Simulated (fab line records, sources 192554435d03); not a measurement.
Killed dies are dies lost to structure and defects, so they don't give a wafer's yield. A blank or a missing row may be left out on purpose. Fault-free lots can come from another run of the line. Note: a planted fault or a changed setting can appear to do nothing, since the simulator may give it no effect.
Chamber matching || flow n5_finfet || 4 sister chambers for N5_BEOL_M7_ETCH_72 on rie_diel-02
The step etches underlayer in N2/H2, target depth 6.5 nm, time 5.2 s. 8 wafers are shown with their chamber, then 8 later ones without.

## EACH WAFER AND ITS CHAMBER
{"wafer": "L077.4", "chamber": 0, "drypump_motor_current_A (A)": 6.3, "showerhead_plenum_p_Torr (Torr)": 2.59}
{"wafer": "L079.6", "chamber": 3, "drypump_motor_current_A (A)": 5.2, "showerhead_plenum_p_Torr (Torr)": 2.47}
{"wafer": "L085.1", "chamber": 3, "drypump_motor_current_A (A)": 5.3, "showerhead_plenum_p_Torr (Torr)": 2.47}
{"wafer": "L085.4", "chamber": 2, "drypump_motor_current_A (A)": 6.1, "showerhead_plenum_p_Torr (Torr)": 2.52}
{"wafer": "L087.1", "chamber": 0, "drypump_motor_current_A (A)": 6.3, "showerhead_plenum_p_Torr (Torr)": 2.58}
{"wafer": "L087.2", "chamber": 2, "drypump_motor_current_A (A)": 6.2, "showerhead_plenum_p_Torr (Torr)": 2.52}
{"wafer": "L087.4", "chamber": 1, "drypump_motor_current_A (A)": 6.6, "showerhead_plenum_p_Torr (Torr)": 2.55}
{"wafer": "L093.2", "chamber": 1, "drypump_motor_current_A (A)": 6.6, "showerhead_plenum_p_Torr (Torr)": 2.55}

## WAFERS WHOSE CHAMBER IS MISSING
{"wafer": "L093.3", "drypump_motor_current_A (A)": 5.2, "showerhead_plenum_p_Torr (Torr)": 2.46}
{"wafer": "L093.5", "drypump_motor_current_A (A)": 6.6, "showerhead_plenum_p_Torr (Torr)": 2.55}
{"wafer": "L095.1", "drypump_motor_current_A (A)": 6.7, "showerhead_plenum_p_Torr (Torr)": 2.55}
{"wafer": "L095.2", "drypump_motor_current_A (A)": 6.3, "showerhead_plenum_p_Torr (Torr)": 2.58}
{"wafer": "L095.5", "drypump_motor_current_A (A)": 5.2, "showerhead_plenum_p_Torr (Torr)": 2.46}
{"wafer": "L096.2", "drypump_motor_current_A (A)": 6.3, "showerhead_plenum_p_Torr (Torr)": 2.58}
{"wafer": "L096.4", "drypump_motor_current_A (A)": 6.7, "showerhead_plenum_p_Torr (Torr)": 2.54}
{"wafer": "L096.6", "drypump_motor_current_A (A)": 6.1, "showerhead_plenum_p_Torr (Torr)": 2.51}

## WHICH CHAMBER EACH ONE RAN IN
{"wafer": "L093.3", "from the rows above": 3, "in truth": 3}
{"wafer": "L093.5", "from the rows above": 1, "in truth": 1}
{"wafer": "L095.1", "from the rows above": 1, "in truth": 1}
{"wafer": "L095.2", "from the rows above": 0, "in truth": 0}
{"wafer": "L095.5", "from the rows above": 3, "in truth": 3}
{"wafer": "L096.2", "from the rows above": 0, "in truth": 0}
{"wafer": "L096.4", "from the rows above": 1, "in truth": 1}
{"wafer": "L096.6", "from the rows above": 2, "in truth": 2}
8 of 8 placed correctly. Left unplaced by these rows: 0. Placed wrongly: 0.
How it was worked out, from the rows above alone: a wafer's distance from a chamber is the root of the sum, over the readings, of the square of ((its reading less the chamber's mean) divided by the reading's scatter). If the next closest chamber is less than 2 further off than the closest, the wafer can't be placed; otherwise it belongs to the closest. A chamber's mean is the mean of its shown wafers. The scatter: the root of (the sum of the squares of (reading less its chamber's mean) over the shown wafers, divided by (wafers less chambers)).
